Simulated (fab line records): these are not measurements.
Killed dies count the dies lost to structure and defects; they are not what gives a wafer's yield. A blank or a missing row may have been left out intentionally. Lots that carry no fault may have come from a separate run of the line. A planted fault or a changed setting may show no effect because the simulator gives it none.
A lot that was struck, set against a sound lot :: flow n5 finfet :: 36 out of 1938 route steps
Sound: these wafers, L493.1, L493.2, L493.5. Struck: wafers L488.4, L488.5 (left out: L488.1, a lot-mate that was not struck); the cause follows at the end.
Order at every step that has rows: each side's tool, ch and its chambers, its first start. Under that, the readings that differ: sound wafers :: struck wafers :: difference of the means :: sigmas: that difference in standard deviations of wafers without a fault.
alike: words and numbers the same on both sides, and readings whose means are apart by under 2 such deviations; not compared: readings that were withheld, readings missing a value for some wafer, numbers with overlapping values and no deviation given by the record, and bounds like >300 which may hide the same value.
The two part at a step that has a row with sigmas, a row that says differs or no value, or rows on one side only. Numbers that have no deviation but don't overlap get no sigmas and don't part them. A reading that every wafer of one side lacks parts them only if that side has two wafers or more.

first, 9 steps without rows for these wafers: N5_BEOL_M5_ANNEAL_89 (time 1800 s); N5_BEOL_M5_SPUTTER_90 (material Cu, target thk 4.5 nm, time 8.29 s); N5_BEOL_M5_ECD_50 (material Cu, target thk 300 nm); N5_BEOL_M5_ANNEAL_51 (time 90 s); N5_BEOL_M5_CMP_52 (polishes, stops on SiCOH lowk, t overpolish 6.9 s, target thk 62 nm); N5_BEOL_M5_PRE_CLEAN_77 (time 15 s); N5_BEOL_M5_CO_CAP_78 (material Co, precursor CCTBA/H2, target thk 2 nm, time 102.1 s); N5_BEOL_M5_PRE_CLEAN_55 (time 15 s); N5_BEOL_M5_DEP_56 (deposits SiCN from 3MS/NH3, target thk 8 nm, time 14 s).
N5_BEOL_M6_ILD_DEP_00: deposits SiCOH lowk from DEMS/porogen, target thk 179.75 nm, time 33.4 s.
  sound on pecvd-04 ch 1,2, day 13 08:33; struck on pecvd-01 ch 1,2, day 11 19:19
reading: model.SiCOH_lowk_of_BEOL_M6_ILD_DEP_00.thk nm (nm)
sound: 179.8 178 180.2
struck: 143 145.2
difference: -35
sigmas: 
  alike: heater power w, showerhead plenum p Torr, throttle valve pct
then, 1 step without rows for these wafers: N5_BEOL_M6_CURE_74 (cures SiCOH lowk, time 240 s).
N5_BEOL_M6_THK_MEAS_01:
  sound on film metro-01 at day 13 09:08; struck on film metro-01 at day 11 19:54
reading: M6_ILD_THK (nm)
sound: 154.9 153.4 155.5
struck: 123.0 124.9
difference: -30.6
sigmas: -15
then, 23 steps without rows for these wafers: N5_BEOL_M6_PECVD_70 (deposits SiO2 from TEOS/O2, target thk 20 nm, time 22.7 s); N5_BEOL_M6_HM_DEP_02 (deposits TiN, target thk 20 nm); N5_BEOL_M6_COAT_59 (time 60 s, resist thk 100 nm); N5_BEOL_M6_COAT_60 (time 60 s, resist thk 35 nm); N5_BEOL_M6_COAT_05 (resist thk 90 nm); N5_BEOL_M6_EBR_07; N5_BEOL_M6_SOFTBAKE_06 (time 60 s); N5_BEOL_M6_EXPOSE_08 (exposes mask M6); N5_BEOL_M6_PEB_09 (peb time 60 s); N5_BEOL_M6_DEVELOP_10 (develop time 30 s); N5_BEOL_M6_DESCUM_16 (chemistry O2, time 7.9 s); N5_BEOL_M6_ETCH_61 (etches SiARC in CF4, target depth 45.5 nm, time 75.8 s); N5_BEOL_M6_ETCH_62 (etches SOC in N2/H2, target depth 110 nm, overetch 22 nm, time 165 s); N5_BEOL_M6_STRIP_68 (strips in N2/H2); N5_BEOL_M6_STRIP_67 (strips in CF4); N5_BEOL_M6_HM_OPEN_17 (chemistry Cl2/BCl3, target TiN, target depth 20 nm, overetch 6 nm); N5_BEOL_M6_STRIP_19 (strips in O2); N5_BEOL_M6_COAT_63 (time 60 s, resist thk 60 nm); N5_BEOL_M6_COAT_64 (time 60 s, resist thk 12 nm); N5_BEOL_M6_COAT_71 (time 60 s, resist thk 5 nm); N5_BEOL_M6_COAT_22 (resist thk 30 nm); N5_BEOL_M6_EBR_24; N5_BEOL_M6_SOFTBAKE_23 (time 60 s).
N5_BEOL_M6_CMP_52: polishes, stops on SiCOH lowk, t overpolish 6.9 s, target thk 80 nm.
  sound on cmp-03 ch 1,3, day 13 17:23; struck on cmp-04 ch 2,3, day 12 03:48
reading: model.SiCOH_lowk_of_BEOL_M6_ILD_DEP_00.thk nm (nm)
sound: 152 150.4 152.4
struck: 120 122
difference: -31
sigmas: 
  alike: head pressure psi, motor current A

## WHERE THEY PART
N5_BEOL_M6_THK_MEAS_01 only, going by this record. Later steps at which nothing parts them and some readings are alike: N5_BEOL_M6_CMP_52.

WHY: what the simulator had put in
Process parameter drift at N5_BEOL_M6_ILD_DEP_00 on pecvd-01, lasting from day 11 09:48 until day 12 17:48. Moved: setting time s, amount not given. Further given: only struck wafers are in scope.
